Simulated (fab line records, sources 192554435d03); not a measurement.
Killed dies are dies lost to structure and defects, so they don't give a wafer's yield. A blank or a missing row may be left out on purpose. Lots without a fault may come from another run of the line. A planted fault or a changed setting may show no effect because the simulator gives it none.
Matching of chambers + flow n5Finfet + N5_DUMMY_GATE_HM_OPEN_21 on rieDiel-06: 4 sister chambers
The step chemistry CH3F/O2, target SiNx, target depth 120 nm, time 171.4 s. 8 wafers are shown with their chamber, then 12 later ones without.

WAFERS PAIRED WITH THEIR CHAMBERS
| wafer  | chamber | drypumpMotorCurrentA (A) | throttleValvePct (%) |
|--------|---------|--------------------------|----------------------|
| L085.3 | 0       | 5.79                     | 16.47                |
| L085.6 | 0       | 5.76                     | 16.46                |
| L086.1 | 2       | 6.05                     | 16.40                |
| L088.1 | 1       | 6.49                     | 16.19                |
| L088.6 | 3       | 5.79                     | 16.79                |
| L090.2 | 3       | 5.79                     | 16.79                |
| L090.5 | 2       | 6.03                     | 16.41                |
| L090.6 | 1       | 6.51                     | 16.20                |

WAFERS WITH NO CHAMBER GIVEN
| wafer  | drypumpMotorCurrentA (A) | throttleValvePct (%) |
|--------|--------------------------|----------------------|
| L091.4 | 5.79                     | 16.47                |
| L091.5 | 6.06                     | 16.42                |
| L091.6 | 6.50                     | 16.20                |
| L093.3 | 5.80                     | 16.49                |
| L093.5 | 6.06                     | 16.43                |
| L093.6 | 6.46                     | 16.22                |
| L095.3 | 6.04                     | 16.43                |
| L095.4 | 5.79                     | 16.82                |
| L095.5 | 6.02                     | 16.41                |
| L096.3 | 6.03                     | 16.43                |
| L096.5 | 6.07                     | 16.43                |
| L096.6 | 6.48                     | 16.21                |

WHICH CHAMBER EACH WENT THROUGH
| wafer  | from the rows above | in truth |
|--------|---------------------|----------|
| L091.4 | 0                   | 0        |
| L091.5 | 2                   | 2        |
| L091.6 | 1                   | 1        |
| L093.3 | 0                   | 0        |
| L093.5 | 2                   | 2        |
| L093.6 | 1                   | 1        |
| L095.3 | 2                   | 2        |
| L095.4 | 3                   | 3        |
| L095.5 | 2                   | 2        |
| L096.3 | 2                   | 2        |
| L096.5 | 2                   | 2        |
| L096.6 | 1                   | 1        |
Correct placement for 12 of the 12. Can't be placed from these rows: 0. Wrongly placed: 0.
How it was worked out, from the rows above alone: a wafer's distance from a chamber is the root of the sum, over the readings, of the square of ((its reading less the chamber's mean) divided by the reading's scatter). If the next closest chamber is less than 2 further off than the closest, the wafer can't be placed; otherwise it belongs to the closest. The mean given for a chamber averages the wafers shown for that chamber. The scatter is the square root of a quotient: the sum, over the shown wafers, of each reading's squared deviation from its chamber's mean, divided by wafers minus chambers.
